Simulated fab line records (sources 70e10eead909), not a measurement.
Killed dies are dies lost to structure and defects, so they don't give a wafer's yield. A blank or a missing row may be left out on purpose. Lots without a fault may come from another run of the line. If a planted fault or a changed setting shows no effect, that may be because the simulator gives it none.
What tool caused it?	flow nand harc	69 wafers from 23 lots sampled at 6 of the route's 1159 steps

== WHAT EACH GAUGE READ, for each wafer ==
The record lacks any reading of a measuring or inspecting step that a usual standard deviation could be used to judge.

== EACH LOT AND THE TOOL THAT RAN IT (in order: tool; ch and the chambers of the sampled wafers; start) ==
lot	NHARC_A_CHANNEL_HOLE_D1_ETCH_22	NHARC_A_STAIRCASE_ETCH_170	NHARC_A_STAIRCASE_TRIM_12	NHARC_A_STAIRCASE_ETCH_17	NHARC_A_STAIRCASE_ETCH_192	NHARC_A_STAIRCASE_TRIM_222
L074	har etch-02 ch 0,1, day 8 07:01	rie diel-10 ch 1,2, day 10 15:30 or earlier	rie diel-06 ch 0,1, day 10 15:30	rie diel-06 ch 2,3, no start	rie diel-02 ch 0,1,3, no start	rie diel-10 ch 1,2,3, no start
L077	har etch-02 ch 0,1, day 9 02:28	rie diel-10 ch 1,2,3, day 11 11:25 or earlier	rie diel-02 ch 0,1,3, day 11 11:25	rie diel-02 ch 0,2,3, no start	rie diel-02 ch 0,2,3, no start	rie diel-10 ch 0,3, no start
L076	har etch-01 ch 0,1, day 9 02:58	rie diel-10 ch 2,3, day 11 11:55 or earlier	rie diel-06 ch 0,1,3, day 11 11:55	rie diel-06 ch 0,3, no start	rie diel-06 ch 0,1,2, no start	rie diel-02 ch 0,2,3, no start
L078	har etch-02 ch 0,1, day 9 06:50	rie diel-10 ch 0,3, day 11 19:11 or earlier	rie diel-10 ch 0,1,3, day 11 19:11	rie diel-10 ch 0,1,3, no start	rie diel-06 ch 0,1,3, no start	rie diel-02 ch 0,1,2, no start
L075	har etch-01 ch 0,1, day 9 07:02	rie diel-02 ch 1,2,3, day 11 18:14 or earlier	rie diel-06 ch 0,2,3, day 11 18:14	rie diel-06 ch 1,2, no start	rie diel-06 ch 1,2, no start	rie diel-02 ch 1,2,3, no start
L079	har etch-02 ch 0,1, day 9 17:06	rie diel-10 ch 0,1,3, day 12 01:05 or earlier	rie diel-06 ch 0,2, day 12 01:05	rie diel-06 ch 0,1,3, no start	rie diel-06 ch 1,2, no start	rie diel-10 ch 0,1, no start
L081	har etch-01 ch 0,1, day 9 17:33	rie diel-02 ch 1,2,3, day 12 00:52 or earlier	rie diel-02 ch 0,2,3, day 12 00:52	rie diel-02 ch 1,2,3, no start	rie diel-06 ch 0,1,2, no start	rie diel-02 ch 0,1,3, no start
L082	har etch-02 ch 0,1, day 10 09:25	rie diel-06 ch 0,1,3, day 12 23:08 or earlier	rie diel-10 ch 2,3, day 12 23:08	rie diel-10 ch 0,3, no start	rie diel-10 ch 1,2, no start	rie diel-02 ch 2,3, no start
L084	har etch-01 ch 0,1, day 10 16:52	rie diel-02 ch 1,2,3, day 13 05:15 or earlier	rie diel-10 ch 0,2,3, day 13 05:15	rie diel-10 ch 0,2,3, no start	rie diel-10 ch 1,2,3, no start	rie diel-02 ch 0,1,2, no start
L083	har etch-02 ch 0,1, day 10 17:12	rie diel-10 ch 1,2, day 13 08:58 or earlier	rie diel-06 ch 0,1,3, day 13 08:58	rie diel-06 ch 0,1,3, no start	rie diel-10 ch 2,3, no start	rie diel-06 ch 1,2,3, no start
L085	har etch-02 ch 0, day 11 07:22	rie diel-02 ch 0,2,3, day 13 17:49 or earlier	rie diel-10 ch 2,3, day 13 17:49	rie diel-10 ch 0,1,3, no start	rie diel-10 ch 0,2,3, no start	rie diel-02 ch 0,1,2, no start
L088	har etch-01 ch 0,1, day 11 16:30	rie diel-02 ch 0,1,2, day 14 09:22 or earlier	rie diel-02 ch 1,2, day 14 09:22	rie diel-02 ch 0,3, no start	rie diel-02 ch 0,1,3, no start	rie diel-06 ch 0,1,3, no start
L087	har etch-02 ch 0,1, day 11 16:34	rie diel-06 ch 0,1,3, day 14 04:44 or earlier	rie diel-02 ch 0,3, day 14 04:44	rie diel-02 ch 1,2,3, no start	rie diel-10 ch 1,2, no start	rie diel-02 ch 0,1, no start
L086	har etch-01 ch 0,1, day 11 20:40	rie diel-02 ch 1,3, day 14 09:54 or earlier	rie diel-02 ch 0,1,2, day 14 09:54	rie diel-02 ch 0,1,3, no start	rie diel-06 ch 0,3, no start	rie diel-10 ch 0,3, no start
L089	har etch-02 ch 0,1, day 11 23:14	rie diel-06 ch 2,3, day 14 04:52 or earlier	rie diel-10 ch 0,3, day 14 04:52	rie diel-10 ch 0,1,3, no start	rie diel-06 ch 0,1,2, no start	rie diel-10 ch 1,2,3, no start
L090	har etch-01 ch 0,1, day 12 00:55	rie diel-10 ch 2,3, day 14 04:26 or earlier	rie diel-10 ch 1,2, day 14 04:26	rie diel-10 ch 0,1,2, no start	rie diel-06 ch 0,2,3, no start	rie diel-10 ch 0,1, no start
L091	har etch-02 ch 0,1, day 12 08:55	rie diel-10 ch 1,2,3, day 14 19:27 or earlier	rie diel-06 ch 0,1,3, day 14 19:27	rie diel-06 ch 0,2,3, no start	rie diel-06 ch 0,1,2, no start	rie diel-06 ch 0,1,2, no start
L092	har etch-01 ch 0,1, day 12 17:28	rie diel-10 ch 0,2, day 15 01:41 or earlier	rie diel-10 ch 0,1,3, day 15 01:41	rie diel-10 ch 0,1, no start	rie diel-10 ch 1,2,3, no start	rie diel-02 ch 2,3, no start
L093	har etch-02 ch 0,1, day 12 21:37	rie diel-02 ch 0,1,3, day 15 09:18 or earlier	rie diel-06 ch 1,2,3, day 15 09:18	rie diel-06 ch 0,1,3, day 15 17:33 or earlier	rie diel-02 ch 1,2,3, day 15 17:33 or earlier	rie diel-02 ch 0,2,3, day 15 17:33
L094	har etch-01 ch 0,1, day 13 12:28	rie diel-02 ch 0,2,3, day 15 21:43 or earlier	rie diel-06 ch 0,1,2, day 15 21:43	rie diel-06 ch 0,1,3, no start	rie diel-02 ch 0,2,3, no start	rie diel-02 ch 0,1,2, no start
L096	har etch-02 ch 0,1, day 13 13:43	rie diel-02 ch 0,1,2, day 15 21:49 or earlier	rie diel-06 ch 0,1,2, day 15 21:49	rie diel-06 ch 0,2,3, no start	rie diel-06 ch 0,1,2, no start	rie diel-02 ch 0,1,2, no start
L095	har etch-01 ch 0,1, day 13 16:47	rie diel-06 ch 0,1,2, day 16 01:09 or earlier	rie diel-06 ch 0,1, day 16 01:09	rie diel-06 ch 0,2,3, no start	rie diel-02 ch 0,1,2, no start	rie diel-02 ch 0,1, no start
L097	har etch-02 ch 0,1, day 14 10:39	rie diel-02 ch 0,2,3, day 16 21:35 or earlier	rie diel-10 ch 0,1,3, day 16 21:35	rie diel-10 ch 0,2,3, no start	rie diel-02 ch 1,2,3, no start	rie diel-06 ch 1,2,3, no start
- NHARC_A_CHANNEL_HOLE_D1_ETCH_22: etches the open film in C4F8/O2/Ar, time 666.7 s, target depth 1600 nm.
- NHARC_A_STAIRCASE_ETCH_170: etches the open film in C4F6/O2, target depth 200 nm, time 66.667 s.
- NHARC_A_STAIRCASE_TRIM_12: chemistry O2, time 211.2 s.
- NHARC_A_STAIRCASE_ETCH_17: etches the open film in C4F8/O2, target depth 100 nm, time 40.5 s.
- NHARC_A_STAIRCASE_ETCH_192: etches the open film in C4F8/O2, target depth 100 nm, time 40.5 s.
- NHARC_A_STAIRCASE_TRIM_222: chemistry O2, time 211.2 s.

== AS READ BY THE TOOLS THEMSELVES (means over the sampled wafers that have a number; for cases with no such wafer, the mark the record gives instead) ==
NHARC_A_CHANNEL_HOLE_D1_ETCH_22.
lot	tool	drypump motor current A (A)	showerhead plenum p Torr (Torr)	throttle valve pct (%)
L074	har etch-02	5.5	3.63	32.158
L077	har etch-02	5.7	3.72	32.148
L076	har etch-01	5.1	3.64	32.159
L078	har etch-02	5.7	3.71	32.160
L075	har etch-01	5.4	3.62	32.152
L079	har etch-02	5.7	3.71	32.161
L081	har etch-01	5.0	3.64	32.159
L082	har etch-02	5.5	3.62	32.149
L084	har etch-01	5.4	3.61	32.157
L083	har etch-02	5.7	3.70	32.145
L085	har etch-02	5.9	3.78	32.154
L088	har etch-01	5.0	3.63	32.151
L087	har etch-02	5.7	3.70	32.155
L086	har etch-01	5.3	3.61	32.164
L089	har etch-02	5.7	3.69	32.161
L090	har etch-01	5.4	3.61	32.155
L091	har etch-02	5.7	3.69	32.152
L092	har etch-01	5.1	3.62	32.155
L093	har etch-02	5.7	3.69	32.150
L094	har etch-01	5.4	3.60	32.156
L096	har etch-02	5.5	3.60	32.161
L095	har etch-01	5.0	3.62	32.146
L097	har etch-02	5.7	3.68	32.160

NHARC_A_STAIRCASE_ETCH_170.
lot	tool	drypump motor current A (A)	oes product au (a.u.)	rf vpp V (V)	showerhead plenum p Torr (Torr)	throttle valve pct (%)
L074	rie diel-10	5.9	0.977	552	4.16	26.911
L077	rie diel-10	6.0	0.991	548	3.97	26.901
L076	rie diel-10	6.1	0.979	543	3.79	26.905
L078	rie diel-10	6.1	0.980	547	3.97	26.893
L075	rie diel-02	5.6	0.978	546	3.89	26.904
L079	rie diel-10	6.0	0.980	548	4.00	26.900
L081	rie diel-02	5.7	0.955	545	3.88	26.910
L082	rie diel-06	6.2	0.980	549	4.06	26.902
L084	rie diel-02	5.7	0.950	546	3.88	26.908
L083	rie diel-10	6.2	0.948	550	4.09	26.900
L085	rie diel-02	5.9	0.968	546	3.86	26.903
L088	rie diel-02	5.6	0.987	544	3.80	26.908
L087	rie diel-06	6.2	0.991	549	4.06	26.909
L086	rie diel-02	6.1	0.977	547	3.90	26.908
L089	rie diel-06	5.7	0.973	548	4.02	26.904
L090	rie diel-10	6.2	0.970	546	3.90	26.905
L091	rie diel-10	6.0	0.973	547	3.95	26.904
L092	rie diel-10	6.3	0.971	549	4.06	26.903
L093	rie diel-02	6.0	0.982	545	3.83	26.896
L094	rie diel-02	5.9	0.976	546	3.85	26.912
L096	rie diel-02	5.5	0.956	544	3.80	26.905
L095	rie diel-06	6.0	0.989	548	4.01	26.903
L097	rie diel-02	5.9	0.961	546	3.84	26.896

NHARC_A_STAIRCASE_TRIM_12.
lot	tool	drypump motor current A (A)	oes product au (a.u.)	rf vpp V (V)	showerhead plenum p Torr (Torr)	throttle valve pct (%)
L074	rie diel-06	6.2	0.989	57.3	3.35	17.038
L077	rie diel-02	5.9	0.998	57.6	3.46	17.042
L076	rie diel-06	6.2	1.004	57.6	3.66	17.040
L078	rie diel-10	6.0	1.009	58.4	3.60	17.033
L075	rie diel-06	6.0	1.006	57.8	3.59	17.028
L079	rie diel-06	5.8	1.002	57.8	3.56	17.037
L081	rie diel-02	5.9	0.997	57.1	3.47	17.036
L082	rie diel-10	6.1	1.004	56.9	3.39	17.043
L084	rie diel-10	6.2	1.003	58.2	3.54	17.039
L083	rie diel-06	6.1	0.999	58.4	3.65	17.042
L085	rie diel-10	6.1	0.997	57.5	3.39	17.030
L088	rie diel-02	5.3	0.992	57.3	3.44	17.042
L087	rie diel-02	6.2	0.991	57.5	3.43	17.033
L086	rie diel-02	5.6	1.001	57.5	3.42	17.034
L089	rie diel-10	6.1	1.001	57.9	3.56	17.041
L090	rie diel-10	5.9	0.993	58.5	3.73	17.040
L091	rie diel-06	6.2	1.009	58.6	3.64	17.032
L092	rie diel-10	5.9	0.999	57.4	3.58	17.036
L093	rie diel-06	5.8	1.015	57.8	3.68	17.035
L094	rie diel-06	6.0	1.004	58.0	3.61	17.032
L096	rie diel-06	6.0	0.995	57.1	3.61	17.044
L095	rie diel-06	6.3	1.003	58.1	3.57	17.037
L097	rie diel-10	6.0	0.996	58.2	3.76	17.027

NHARC_A_STAIRCASE_ETCH_17.
lot	tool	oes product au (a.u.)	rf vpp V (V)
L074	rie diel-06	0.949	901
L077	rie diel-02	0.951	894
L076	rie diel-06	0.933	897
L078	rie diel-10	0.941	897
L075	rie diel-06	0.959	904
L079	rie diel-06	0.943	901
L081	rie diel-02	0.926	895
L082	rie diel-10	0.937	892
L084	rie diel-10	0.932	895
L083	rie diel-06	0.951	901
L085	rie diel-10	0.951	898
L088	rie diel-02	0.930	895
L087	rie diel-02	0.922	895
L086	rie diel-02	0.922	892
L089	rie diel-10	0.938	899
L090	rie diel-10	0.928	902
L091	rie diel-06	0.951	898
L092	rie diel-10	0.939	904
L093	rie diel-06	0.946	899
L094	rie diel-06	0.947	900
L096	rie diel-06	0.946	898
L095	rie diel-06	0.949	897
L097	rie diel-10	0.939	902

NHARC_A_STAIRCASE_ETCH_192.
lot	tool	oes product au (a.u.)	rf vpp V (V)
L074	rie diel-02	0.932	894
L077	rie diel-02	0.944	894
L076	rie diel-06	0.940	899
L078	rie diel-06	0.944	900
L075	rie diel-06	0.957	901
L079	rie diel-06	0.939	901
L081	rie diel-06	0.948	898
L082	rie diel-10	0.941	903
L084	rie diel-10	0.947	898
L083	rie diel-10	0.945	891
L085	rie diel-10	0.948	896
L088	rie diel-02	0.936	893
L087	rie diel-10	0.944	904
L086	rie diel-06	0.940	898
L089	rie diel-06	0.933	900
L090	rie diel-06	0.939	898
L091	rie diel-06	0.934	899
L092	rie diel-10	0.949	896
L093	rie diel-02	0.947	895
L094	rie diel-02	0.925	894
L096	rie diel-06	0.937	898
L095	rie diel-02	0.934	892
L097	rie diel-02	0.944	894

NHARC_A_STAIRCASE_TRIM_222.
lot	tool	drypump motor current A (A)	oes product au (a.u.)	rf vpp V (V)	showerhead plenum p Torr (Torr)	throttle valve pct (%)
L074	rie diel-10	6.0	0.997	57.5	3.57	17.054
L077	rie diel-10	6.1	1.006	57.9	3.57	17.029
L076	rie diel-02	5.9	0.999	58.6	3.47	17.035
L078	rie diel-02	5.6	1.003	57.4	3.43	17.043
L075	rie diel-02	5.7	1.001	57.6	3.49	17.040
L079	rie diel-10	5.9	1.000	57.1	3.76	17.035
L081	rie diel-02	5.9	1.000	58.3	3.46	17.035
L082	rie diel-02	6.0	1.002	57.5	3.53	17.036
L084	rie diel-02	5.6	0.993	57.7	3.42	17.034
L083	rie diel-06	5.8	1.017	57.7	3.69	17.032
L085	rie diel-02	5.6	0.995	57.1	3.42	17.036
L088	rie diel-06	6.2	1.000	57.7	3.64	17.043
L087	rie diel-02	5.9	0.997	57.7	3.38	17.032
L086	rie diel-10	6.0	0.996	57.8	3.41	17.039
L089	rie diel-10	6.0	0.993	59.0	3.55	17.039
L090	rie diel-10	5.9	0.997	58.6	3.75	17.037
L091	rie diel-06	6.0	1.001	58.7	3.61	17.035
L092	rie diel-02	6.0	0.997	57.8	3.52	17.030
L093	rie diel-02	5.9	0.989	58.1	3.46	17.033
L094	rie diel-02	5.6	0.996	57.0	3.41	17.044
L096	rie diel-02	5.6	0.996	57.1	3.41	17.046
L095	rie diel-02	5.6	0.995	57.8	3.39	17.029
L097	rie diel-06	5.8	1.009	58.7	3.67	17.043

== THE ANSWER, worked out from the rows above alone ==
Rule: the usual values come from the lots themselves. Put in order of their means at a reading, lots are off if they are a third of the lots or fewer, leave a main group of 4 or more, and stand apart from it by a gap of 3 or more times the standard deviation of the main group's means; of several such gaps the widest counts. If all means in a main group match to the digits the tables above print for the reading, that group is not used. Also off: a lot with no number at a reading for which 4 or more lots have one. Where the step has rows for the other lots, those lots are counted as sound. The gauges are gone through in route order, then the tools' own readings, and for those a lot's mean is taken as printed above. At the first step where some lot is off, the reading lying furthest off is the one used; lots without a number count as furthest.
Nothing can be told from this: no lot is off at any reading shown.

== WHAT HAD BEEN PUT IN BY THE SIMULATOR ==
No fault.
